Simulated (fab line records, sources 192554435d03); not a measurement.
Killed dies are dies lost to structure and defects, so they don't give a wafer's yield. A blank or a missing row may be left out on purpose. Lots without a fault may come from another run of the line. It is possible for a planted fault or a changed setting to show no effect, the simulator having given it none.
Split-lot trial || flow n5 finfet || on a route of 1938 steps: 7 lots, 21 wafers read

== ABOUT THE SPLIT ==
At N5_BEOL_M11_VIA_ETCH_34 (etches SiCOH lowk in C4F6/O2, target depth 184.5 nm, time 69.2 s), the setting time s was moved away from the recipe's 69.2 s on 10 of the 21 wafers read, by -22.3% to +19.4%. For the rest of the wafers, this setting stayed at what the recipe calls for.

Reading taken at the split's own step.

== THE READING ==
SOC_of_BEOL_M11_COAT_63.thk nm (the simulator's own value, which no gauge read), in nm, at N5_BEOL_M11_VIA_ETCH_34 (etches SiCOH lowk in C4F6/O2, target depth 184.5 nm, time 69.2 s). The file does not state a usual value for it. Across the 11 wafers here that went through the recipe, the average is 92.3 nm and the standard deviation 0.23 nm.

{"wafer": "L074.1", "tool, chamber at the split": "rie diel-03, 0", "time s as run, s": 69.2, "against the recipe": "recipe", "SOC_of_BEOL_M11_COAT_63.thk nm, nm": 92.4, "against lot-mates on the recipe": "-"}
{"wafer": "L074.4", "tool, chamber at the split": "rie diel-03, 2", "time s as run, s": 58.09, "against the recipe": "-16.1%", "SOC_of_BEOL_M11_COAT_63.thk nm, nm": 93.8, "against lot-mates on the recipe": "+1.2"}
{"wafer": "L074.6", "tool, chamber at the split": "rie diel-03, 0", "time s as run, s": 69.2, "against the recipe": "recipe", "SOC_of_BEOL_M11_COAT_63.thk nm, nm": 92.8, "against lot-mates on the recipe": "-"}
{"wafer": "L075.1", "tool, chamber at the split": "rie diel-03, 0", "time s as run, s": 56.16, "against the recipe": "-18.8%", "SOC_of_BEOL_M11_COAT_63.thk nm, nm": 93.8, "against lot-mates on the recipe": "no lot-mate on the recipe"}
{"wafer": "L075.3", "tool, chamber at the split": "rie diel-03, 2", "time s as run, s": 56.16, "against the recipe": "-18.8%", "SOC_of_BEOL_M11_COAT_63.thk nm, nm": 94, "against lot-mates on the recipe": "no lot-mate on the recipe"}
{"wafer": "L075.6", "tool, chamber at the split": "rie diel-03, 1", "time s as run, s": 56.16, "against the recipe": "-18.8%", "SOC_of_BEOL_M11_COAT_63.thk nm, nm": 94.2, "against lot-mates on the recipe": "no lot-mate on the recipe"}
{"wafer": "L077.4", "tool, chamber at the split": "rie diel-06, 0", "time s as run, s": 59.85, "against the recipe": "-13.5%", "SOC_of_BEOL_M11_COAT_63.thk nm, nm": 93.4, "against lot-mates on the recipe": "+1.2"}
{"wafer": "L077.5", "tool, chamber at the split": "rie diel-06, 3", "time s as run, s": 69.2, "against the recipe": "recipe", "SOC_of_BEOL_M11_COAT_63.thk nm, nm": 92, "against lot-mates on the recipe": "-"}
{"wafer": "L077.6", "tool, chamber at the split": "rie diel-06, 2", "time s as run, s": 69.2, "against the recipe": "recipe", "SOC_of_BEOL_M11_COAT_63.thk nm, nm": 92.4, "against lot-mates on the recipe": "-"}
{"wafer": "L079.3", "tool, chamber at the split": "rie diel-03, 3", "time s as run, s": 69.2, "against the recipe": "recipe", "SOC_of_BEOL_M11_COAT_63.thk nm, nm": 92.4, "against lot-mates on the recipe": "-"}
{"wafer": "L079.4", "tool, chamber at the split": "rie diel-03, 1", "time s as run, s": 69.2, "against the recipe": "recipe", "SOC_of_BEOL_M11_COAT_63.thk nm, nm": 92.2, "against lot-mates on the recipe": "-"}
{"wafer": "L079.5", "tool, chamber at the split": "rie diel-03, 0", "time s as run, s": 69.2, "against the recipe": "recipe", "SOC_of_BEOL_M11_COAT_63.thk nm, nm": 92.2, "against lot-mates on the recipe": "-"}
{"wafer": "L084.1", "tool, chamber at the split": "rie diel-06, 0", "time s as run, s": 69.2, "against the recipe": "recipe", "SOC_of_BEOL_M11_COAT_63.thk nm, nm": 92, "against lot-mates on the recipe": "-"}
{"wafer": "L084.4", "tool, chamber at the split": "rie diel-06, 1", "time s as run, s": 77.3, "against the recipe": "+11.7%", "SOC_of_BEOL_M11_COAT_63.thk nm, nm": 91.2, "against lot-mates on the recipe": -0.8}
{"wafer": "L084.6", "tool, chamber at the split": "rie diel-06, 0", "time s as run, s": 77.3, "against the recipe": "+11.7%", "SOC_of_BEOL_M11_COAT_63.thk nm, nm": 91.4, "against lot-mates on the recipe": -0.6}
{"wafer": "L089.3", "tool, chamber at the split": "rie diel-05, 1", "time s as run, s": 69.2, "against the recipe": "recipe", "SOC_of_BEOL_M11_COAT_63.thk nm, nm": 92, "against lot-mates on the recipe": "-"}
{"wafer": "L089.4", "tool, chamber at the split": "rie diel-05, 2", "time s as run, s": 69.2, "against the recipe": "recipe", "SOC_of_BEOL_M11_COAT_63.thk nm, nm": 92.4, "against lot-mates on the recipe": "-"}
{"wafer": "L089.5", "tool, chamber at the split": "rie diel-05, 0", "time s as run, s": 53.79, "against the recipe": "-22.3%", "SOC_of_BEOL_M11_COAT_63.thk nm, nm": 93.8, "against lot-mates on the recipe": "+1.6"}
{"wafer": "L091.1", "tool, chamber at the split": "rie diel-03, 0", "time s as run, s": 69.2, "against the recipe": "recipe", "SOC_of_BEOL_M11_COAT_63.thk nm, nm": 92.2, "against lot-mates on the recipe": "-"}
{"wafer": "L091.2", "tool, chamber at the split": "rie diel-03, 3", "time s as run, s": 82.65, "against the recipe": "+19.4%", "SOC_of_BEOL_M11_COAT_63.thk nm, nm": 90.6, "against lot-mates on the recipe": -1.6}
{"wafer": "L091.6", "tool, chamber at the split": "rie diel-03, 2", "time s as run, s": 82.65, "against the recipe": "+19.4%", "SOC_of_BEOL_M11_COAT_63.thk nm, nm": 90.6, "against lot-mates on the recipe": -1.6}

FIT RESULTS
A straight line over all 21 wafers: SOC_of_BEOL_M11_COAT_63.thk nm changes by -0.0854 nm for each +1% of time s; r = -0.98; the points scatter about the line by 0.22 nm.
The same after taking each lot's own level away (the mean of its wafers on the recipe; 18 wafers): -0.0762 nm for each +1%; r = -0.98; scatter 0.16 nm.
The reading moves by 1.7 nm for the largest change in time s, on that fit.
Measured against the standard deviation above, the lots' own levels, which go from 92.00 to 92.60 nm, span 2.6 times it.
Hence the slope depends on the lot-to-lot level, as the two fits are not the same.
Check: for one of the wafers moved furthest among these (-22.3%), held out of the fit, the line's prediction against its lot-mates is +1.76 nm. Against them it came out at +1.6 nm.

== THESE WAFERS: OTHER SPLITS ==
Before the reading, these wafers also passed through other splits. Each is held against what the fit with the lots' levels taken away leaves over:
{"other split on the same wafers": "N5_BEOL_M9_ETCH_66 time s", "wafers away from the commonest value": 6, "r with SOC_of_BEOL_M11_COAT_63.thk nm (lot level and that fit taken away)": "+0.20"}
{"other split on the same wafers": "N5_BEOL_M10_COAT_63 spin rpm", "wafers away from the commonest value": 8, "r with SOC_of_BEOL_M11_COAT_63.thk nm (lot level and that fit taken away)": "+0.25"}
{"other split on the same wafers": "N5_BEOL_M10_EXPOSE_25 dose mj", "wafers away from the commonest value": 4, "r with SOC_of_BEOL_M11_COAT_63.thk nm (lot level and that fit taken away)": "+0.16"}
{"other split on the same wafers": "N5_BEOL_M11_EXPOSE_25 dose mj", "wafers away from the commonest value": 6, "r with SOC_of_BEOL_M11_COAT_63.thk nm (lot level and that fit taken away)": -0.09}

== THE WHOLE CHAIN: every reading that the file lists as answering this split, in the file's order ==
{"step": "N5_BEOL_M11_VIA_ETCH_34", "what it does": "etches SiCOH lowk in C4F6/O2, target depth 184.5 nm, time 69.2 s", "reading": "etch.depth nm (the simulator's own value, which no gauge read)", "change (the file's fit)": "+1.94 nm for each +1% of the setting", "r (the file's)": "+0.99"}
{"step": "N5_BEOL_M11_VIA_ETCH_34", "what it does": "etches SiCOH lowk in C4F6/O2, target depth 184.5 nm, time 69.2 s", "reading": "SOC_of_BEOL_M11_COAT_63.thk nm (the simulator's own value, which no gauge read)", "change (the file's fit)": "-0.0761 nm for each +1% of the setting", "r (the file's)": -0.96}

== FILE'S OWN FIT ==
SOC_of_BEOL_M11_COAT_63.thk nm changes by -0.0761 nm for each +1% of time s, r = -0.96.
